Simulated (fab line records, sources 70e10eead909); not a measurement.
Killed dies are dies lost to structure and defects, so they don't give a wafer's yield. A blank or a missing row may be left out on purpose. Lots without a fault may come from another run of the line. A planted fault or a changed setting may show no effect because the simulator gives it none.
fab line records | flow nand_harc
record lots=12 wafers=36 last_day=34
route steps=1302 shown P_GATE@148 END@1302
lots that met no fault: from a run of the same line without faults
start_h: hours from the record's first day to the start of the lot's first wafer shown | wait_h: hours since the lot's step before | " the same as in the row above | L1.1+2: a row that stands for several wafers | - no value, or no start given | * or withheld: withheld | < > ~ a bound
route shown NAME@n: a module of which the file shows steps, and the number in the route of the first | usual: mean/standard deviation of fault-free wafers | same: alike in all rows | chamber/n: place in a boat | sites: the reading at each site | _std_site: their standard deviation | _edge_site: outer sites' mean less inner sites' | radius_mm: how far each site lies from the wafer's centre | mask NAME#n: copy n | behind: the tool/chamber that last shaped the wafer | hold: why the lot was held/for how many hours/how that ended | device: the transistor (n, p or np) that didn't switch | end of line: the same wafers' tests at the end of the route | a step without rows: its recipe alone | killed: dies lost to structure and defects at the first sort, not the wafer's yield | map: a wafer's dies, x killed, . not, _ none there
set.NAME: the setting as run; set.NAME@STEP: as run at that earlier step | model.NAME: the simulator's own value behind a step, which no gauge read
steps of the route over a sample of lots; a table a step, a row a wafer
services: from which hour (start_h, from the record's first day; less than 0 if before it) a tool's chamber was out of use, for how many hours, and why
## steps
# step NHARC_P_GATE_ETCH_114
# recipe target_depth_a=300 overetch_a=30 time_s=16.5 ion_energy_ev=100 cf4_flow_sccm=80 o2_flow_sccm=20 ar_flow_sccm=0 rf_w=300 bias_w=100 chemistry=CF4/O2
# usual drypump_motor_current_A=5.6/0.42 oes_product_au=1.003/0.0098 rf_vpp_V=197.8/1.4 showerhead_plenum_p_Torr=1.34/0.054 throttle_valve_pct=13.398/0.0081
# columns lot.wafer tool chamber start_h wait_h drypump_motor_current_A oes_product_au rf_hours_counter_h rf_vpp_V showerhead_plenum_p_Torr throttle_valve_pct
L624.3 rie_diel-01 2 101 - 6.1 1.000 5 196.9 1.27 13.389
L624.2 " 0 " " 6.1 0.985 5 199.3 1.37 13.398
L624.5 " 3 " " 4.8 1.004 - 198.5 1.40 13.401
L625.1 rie_diel-10 0 109 - 5.9 0.988 3 199.3 1.39 13.397
L625.4 " 2 " " 5.5 1.002 2 198.4 1.32 13.387
L625.2 " 3 " " 5.7 1.013 2 197.0 1.29 13.401
L626.2 rie_diel-01 2 121 - 6.1 1.003 7 197.1 1.27 13.398
L626.1 " 0 " " 6.1 0.973 7 199.3 1.37 13.388
L626.6 " 1 " " 5.6 0.998 - 195.5 1.26 13.390
L627.2 rie_diel-10 2 125 - 5.5 1.007 3 196.5 1.32 13.398
L627.6 " 2 " " 5.5 0.997 - 196.7 1.32 13.399
L627.5 " 3 " " 5.7 1.009 - 195.8 1.29 13.394
L628.3 rie_diel-03 2 138 - 4.9 1.008 1 198.1 1.36 13.390
L628.2 " 1 " " 5.6 1.006 1 201.4 1.42 13.388
L628.6 " 2 " " 4.9 1.004 - 198.0 1.36 13.394
L630.2 rie_diel-01 2 160 - 6.1 0.999 8 196.0 1.27 13.397
L630.3 " 1 " " 5.6 1.000 7 196.8 1.26 13.387
L630.5 " 3 " " 4.8 0.998 - 198.0 1.40 13.400
L638.3 rie_diel-01 0 242 - 6.1 1.003 1 197.9 1.37 13.414
L638.6 " 2 " " 6.1 1.000 - 196.5 1.27 13.395
L638.5 " 3 " " 4.8 1.005 - 200.6 1.40 13.386
L639.4 rie_diel-01 1 251 - 5.6 1.007 2 195.9 1.26 13.401
L639.3 " 2 " " 6.1 1.002 2 195.0 1.27 13.403
L639.6 " 0 " " 6.1 0.993 - 198.7 1.36 13.400
L643.3 rie_diel-10 3 293 - 5.7 1.012 1 196.8 1.29 13.407
L643.1 " 1 " " 5.8 0.996 1 195.8 1.28 13.394
L643.4 " 2 " " 5.4 1.002 1 197.5 1.32 13.402
L645.4 rie_diel-03 1 305 - 5.6 0.996 0 198.2 1.42 13.395
L645.6 " 1 " " 5.7 0.999 - 201.0 1.42 13.401
L645.5 " 2 " " 4.9 1.003 - 198.2 1.36 13.418
L647.2 rie_diel-03 3 332 - 5.7 1.022 2 197.2 1.32 13.394
L647.3 " 0 " " 5.9 0.996 2 200.1 1.39 13.403
L647.5 " 3 " " 5.7 1.002 - 196.2 1.32 13.392
L646.3 rie_diel-10 0 332 - 5.9 1.008 3 197.9 1.39 13.395
L646.2 " 2 " " 5.5 0.994 4 198.0 1.32 13.393
L646.6 " 0 " " 5.9 1.005 - 198.2 1.39 13.408
# step NHARC_P_GATE_STRIP_75
# recipe power_w=1500 temp_c=250 chemistry=O2
# usual drypump_motor_current_A=5.59/0.23 heater_power_w=337/20
# columns lot.wafer tool chamber start_h wait_h drypump_motor_current_A heater_power_w rf_hours_counter_h
L624.2 plasma_asher-01 1 114.10 0.2 5.47 342 24
L624.3 " 1 " " 5.47 349 -
L624.5 " 0 " " 5.47 351 -
L625.2 plasma_asher-02 0 121.48 0.3 5.40 343 7
L625.1 " 1 " " 5.95 306 7
L625.4 " 0 " " 5.42 342 -
L626.1 plasma_asher-01 0 134.01 0.3 5.48 344 27
L626.2 " 1 " " 5.51 339 27
L626.6 " 1 " " 5.50 350 -
L627.2 plasma_asher-01 1 137.68 0.2 5.49 349 29
L627.6 " 0 " " 5.47 335 -
L627.5 " 1 " " 5.48 346 -
L628.2 plasma_asher-01 0 153.06 0.2 5.47 347 32
L628.3 " 1 " " 5.49 339 -
L628.6 " 1 " " 5.48 332 -
L630.2 plasma_asher-02 0 172.46 0.3 5.43 350 18
L630.3 " 0 " " 5.43 348 -
L630.5 " 0 " " 5.42 343 -
L638.3 plasma_asher-01 1 254.39 0.1 5.49 339 -
L638.5 " 0 " " 5.49 344 -
L638.6 " 1 " " 5.49 349 -
L639.4 plasma_asher-02 1 263.95 0.2 5.94 308 -
L639.3 " 0 " " 5.39 364 -
L639.6 " 0 " " 5.40 356 -
L643.1 plasma_asher-01 0 305.48 0.2 5.46 355 28
L643.3 " 1 " " 5.47 341 -
L643.4 " 0 " " 5.47 356 -
L645.4 plasma_asher-02 0 317.90 0.1 5.43 351 -
L645.6 " 1 " " 5.96 301 -
L645.5 " 0 " " 5.40 368 -
L647.2 plasma_asher-02 0 344.61 0.2 5.39 354 16
L647.3 " 0 " " 5.39 354 -
L647.5 " 0 " " 5.39 360 -
L646.2 plasma_asher-02 1 345.26 0.3 5.94 316 17
L646.3 " 0 " " 5.43 359 -
L646.6 " 1 " " 5.97 312 -
# step NHARC_P_GATE_RTA_64
# recipe temp_c=1050 time_s=1
# usual lamp_power_pct=32.3/2.4 wafer_temp_C_max=1054.9/0.83
# columns lot.wafer tool chamber start_h wait_h lamp_power_pct wafer_temp_C_max
L624.2 rtp_anneal-01 0 118.43 - 35.7 1056.4
L624.3 " 0 " " 35.7 1055.2
L624.5 " 0 " " 35.7 1054.3
L625.1 rtp_anneal-02 0 125.80 - 30.6 1054.8
L625.2 " 0 " " 30.6 1054.3
L625.4 " 0 " " 30.6 1056.0
L626.1 rtp_anneal-01 0 138.21 - 35.7 1055.7
L626.2 " 0 " " 35.7 1054.5
L626.6 " 0 " " 35.7 1054.4
L627.2 rtp_anneal-02 0 142.02 - 30.7 1055.1
L627.5 " 0 " " 30.7 1054.3
L627.6 " 0 " " 30.6 1056.1
L628.2 rtp_anneal-02 0 157.58 - 30.6 1053.6
L628.3 " 0 " " 30.7 1054.7
L628.6 " 0 " " 30.7 1053.5
L630.2 rtp_anneal-02 0 176.94 - 30.6 1055.8
L630.3 " 0 " " 30.6 1054.6
L630.5 " 0 " " 30.6 1055.5
L638.3 rtp_anneal-01 0 258.71 - 35.7 1055.8
L638.5 " 0 " " 35.7 1056.3
L638.6 " 0 " " 35.6 1054.2
L639.3 rtp_anneal-01 0 268.37 - 35.7 1056.4
L639.4 " 0 " " 35.7 1054.9
L639.6 " 0 " " 35.7 1056.1
L643.1 rtp_anneal-01 0 309.91 - 35.8 1055.4
L643.3 " 0 " " 35.7 1054.5
L643.4 " 0 " " 35.6 1055.4
L645.4 rtp_anneal-02 0 322.43 - 30.6 1054.6
L645.5 " 0 " " 30.7 1054.4
L645.6 " 0 " " 30.6 1053.4
L647.2 rtp_anneal-02 0 352.46 - 30.6 1054.8
L647.3 " 0 " " 30.7 1053.8
L647.5 " 0 " " 30.6 1055.0
L646.2 rtp_anneal-02 0 353.22 - 30.7 1054.9
L646.3 " 0 " " 30.6 1054.5
L646.6 " 0 " " 30.7 1054.4
# step NHARC_P_GATE_RTA_82
# recipe temp_c=450 time_s=30
# usual lamp_power_pct=3.88/0.3 wafer_temp_C_max=452.1/0.49
# columns lot.wafer tool chamber start_h wait_h lamp_power_pct wafer_temp_C_max
L624.2 rtp_anneal-02 0 119.49 - 3.59 452.1
L624.3 " 0 " " 3.59 451.8
L624.5 " 0 " " 3.59 452.2
L625.1 rtp_anneal-01 0 126.86 - 4.18 452.0
L625.2 " 0 " " 4.18 453.4
L625.4 " 0 " " 4.18 451.8
L626.1 rtp_anneal-01 0 139.27 - 4.18 452.1
L626.2 " 0 " " 4.18 452.8
L626.6 " 0 " " 4.19 453.0
L627.2 rtp_anneal-02 0 143.08 - 3.59 451.8
L627.5 " 0 " " 3.59 451.5
L627.6 " 0 " " 3.59 451.6
L628.2 rtp_anneal-01 0 158.67 - 4.18 452.8
L628.3 " 0 " " 4.18 452.4
L628.6 " 0 " " 4.18 452.4
L630.2 rtp_anneal-02 0 178.03 - 3.59 451.4
L630.3 " 0 " " 3.59 452.3
L630.5 " 0 " " 3.58 451.6
L638.3 rtp_anneal-01 0 259.76 - 4.18 451.4
L638.5 " 0 " " 4.18 451.4
L638.6 " 0 " " 4.18 452.5
L639.3 rtp_anneal-02 0 269.43 - 3.60 452.0
L639.4 " 0 " " 3.59 451.3
L639.6 " 0 " " 3.59 451.7
L643.1 rtp_anneal-02 0 310.97 - 3.59 452.1
L643.3 " 0 " " 3.58 451.5
L643.4 " 0 " " 3.59 452.0
L645.4 rtp_anneal-02 0 323.48 - 3.59 451.9
L645.5 " 0 " " 3.59 452.2
L645.6 " 0 " " 3.59 451.5
L647.2 rtp_anneal-01 0 353.51 - 4.18 452.6
L647.3 " 0 " " 4.19 451.8
L647.5 " 0 " " 4.19 452.2
L646.2 rtp_anneal-01 0 354.29 - 4.18 452.0
L646.3 " 0 " " 4.18 452.1
L646.6 " 0 " " 4.18 452.0
# step NHARC_P_GATE_INSPECT_68
# usual raw_defect_count=205/78
# columns lot.wafer tool chamber start_h wait_h raw_defect_count
L624.2 defect_inspect-02 - 119.67 0.1 215
L624.3 " - " " 302
L624.5 " - " " 150
L625.1 defect_inspect-01 - 127.05 0.2 73
L625.2 " - " " 172
L625.4 " - " " 278
L626.1 defect_inspect-02 - 139.46 0.2 156
L626.2 " - " " 200
L626.6 " - " " 159
L627.2 defect_inspect-02 - 143.25 0.1 262
L627.5 " - " " 338
L627.6 " - " " 338
L628.2 defect_inspect-02 - 158.84 0.1 256
L628.3 " - " " 167
L628.6 " - " " 206
L630.2 defect_inspect-02 - 178.20 0.1 158
L630.3 " - " " 212
L630.5 " - " " 155
L638.3 defect_inspect-02 - 259.91 0.1 1352
L638.5 " - " " 1427
L638.6 " - " " 1369
L639.3 defect_inspect-01 - 269.57 0.1 1400
L639.4 " - " " 1483
L639.6 " - " " 1424
L643.1 defect_inspect-01 - 311.17 0.2 241
L643.3 " - " " 163
L643.4 " - " " 110
L645.4 defect_inspect-02 - 323.60 0.1 119
L645.5 " - " " 169
L645.6 " - " " 91
L647.2 defect_inspect-02 - 353.68 0.1 207
L647.3 " - " " 236
L647.5 " - " " 159
L646.2 defect_inspect-01 - 354.46 0.1 193
L646.3 " - " " 159
L646.6 " - " " 183
# step NHARC_END_SORT_01
# recipe temp_c=25
# usual killed_at_array=64/16 killed_at_other=1.0/1.1 killed_at_periphery=3.5/2.3 killed_dies=69/17 killed_open=3.2/1.6 killed_short=2.4/1.6
# same gross_dies=677
# columns lot.wafer tool chamber start_h wait_h killed_at_array killed_at_other killed_at_periphery killed_dies killed_open killed_short
L638.3 prober-02 0 708.60 3.1 46 1 106 153 3 2
L638.5 prober-02 0 710.18 3.7 40 0 96 136 3 3
L638.6 prober-02 0 710.97 4.0 45 0 112 157 5 3
L639.3 prober-01 0 725.95 3.1 47 0 110 157 1 1
L639.4 prober-01 0 726.76 3.4 47 1 94 142 3 2
L639.6 prober-01 0 728.38 4.0 52 0 95 147 2 0
# killed by level:class
L638.3 P_GATE:unspecified=97 A_CHANNEL_HOLE_D2:chamber_film_flake=20 A_CHANNEL_HOLE_D1:chamber_film_flake=13 A_SLIT:chamber_film_flake=6 P_M0:chamber_film_flake=4 P_BONDPAD:chamber_film_flake=2 A_STAIRCASE:chamber_film_flake=2 P_STI:geometric_particle:open=1
L638.5 P_GATE:unspecified=89 A_CHANNEL_HOLE_D2:chamber_film_flake=18 A_CHANNEL_HOLE_D1:chamber_film_flake=9 A_STAIRCASE:chamber_film_flake=4 A_SLIT:chamber_film_flake=3 P_M0:chamber_film_flake=2 P_BONDPAD:chamber_film_flake=2 A_ZERO_WELL:chamber_film_flake=2
L638.6 P_GATE:unspecified=102 A_CHANNEL_HOLE_D2:chamber_film_flake=22 A_CHANNEL_HOLE_D1:chamber_film_flake=9 P_BONDPAD:chamber_film_flake=5 A_STAIRCASE:chamber_film_flake=4 A_WL_FILL:geometric_particle:open=3 P_M0:chamber_film_flake=3 A_CONTACT:chamber_film_flake=2
L639.3 P_GATE:unspecified=107 A_CHANNEL_HOLE_D2:chamber_film_flake=27 A_CHANNEL_HOLE_D1:chamber_film_flake=12 A_SLIT:chamber_film_flake=2 A_CONTACT:chamber_film_flake=2 P_ZERO_WELL:geometric_particle:short=1 P_M2:geometric_particle:open=1 P_GATE:chamber_film_flake=1
L639.4 P_GATE:unspecified=90 A_CHANNEL_HOLE_D2:chamber_film_flake=20 A_CHANNEL_HOLE_D1:chamber_film_flake=11 A_SLIT:chamber_film_flake=4 A_CONTACT:chamber_film_flake=3 P_CONTACT:geometric_particle:open=2 A_STAIRCASE:chamber_film_flake=2 A_BLC:chamber_film_flake=2
L639.6 P_GATE:unspecified=95 A_CHANNEL_HOLE_D2:chamber_film_flake=21 A_SLIT:chamber_film_flake=8 A_CHANNEL_HOLE_D1:chamber_film_flake=7 A_STAIRCASE:chamber_film_flake=5 A_CHANNEL_FILL_D1:chamber_film_flake=3 A_CHANNEL_FILL_D2:chamber_film_flake=2 A_BONDPAD:chamber_film_flake=2
## services
# columns tool chamber start_h hours kind
plasma_asher-02 0 86.22 - clean
plasma_asher-02 1 86.22 - clean
rie_diel-03 - 104.45 9.0 pm
plasma_asher-01 - 144.46 1.9 repair
plasma_asher-01 - 165.13 9.0 pm
rie_diel-01 2 192.03 7.2 repair
rie_diel-01 - 203.80 9.0 pm
rie_diel-03 - 217.78 1.6 repair
rie_diel-01 0 220.17 5.0 repair
rie_diel-01 0 231.12 6.9 repair
rie_diel-10 - 242.50 9.0 pm
plasma_asher-02 - 254.22 9.0 pm
rie_diel-10 0 263.36 3.4 repair
rie_diel-10 3 264.92 4.9 repair
rie_diel-03 - 281.45 9.0 pm
rie_diel-01 - 283.29 2.2 repair
plasma_asher-01 - 311.89 4.3 repair
rie_diel-03 1 316.79 4.0 repair
rie_diel-03 1 324.65 12.1 repair
plasma_asher-02 - 328.75 3.6 repair
plasma_asher-02 - 332.96 3.0 repair
plasma_asher-01 - 342.13 9.0 pm
rie_diel-01 2 342.79 9.9 repair
rie_diel-03 - 349.09 1.2 repair
## key
first_sign step=NHARC_P_GATE_INSPECT_68 reading=raw_defect_count direction=up sigmas=15 usual=205 struck=1409
effect step=NHARC_END_SORT_01 reading=killed_at_periphery direction=up sigmas=42 usual=3.5 struck=102.2
more_kills_born_at NHARC_P_GATE_ETCH_114@rie_diel-01=580
met_at NHARC_P_GATE_ETCH_114
struck_lots L638,L639
tester_left_out L638,L639
not_acting_at NHARC_P_GATE_STRIP_75,NHARC_P_GATE_RTA_64,NHARC_P_GATE_RTA_82
onset_between 160 242
fault kind=chamber_particle_source tool=rie_diel-01 chamber=- onset_h=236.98 steps=NHARC_P_GATE_ETCH_114 rate_per_visit_cm2=1.8063 end_h=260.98
# tester_left_out: of these lots the tester's yield and bins aren't shown, on N5 and GAA mostly nor the transistor test; their killed dies are dies lost to structure and defects alone, not to doping, threshold or leakage, so they don't give the yield
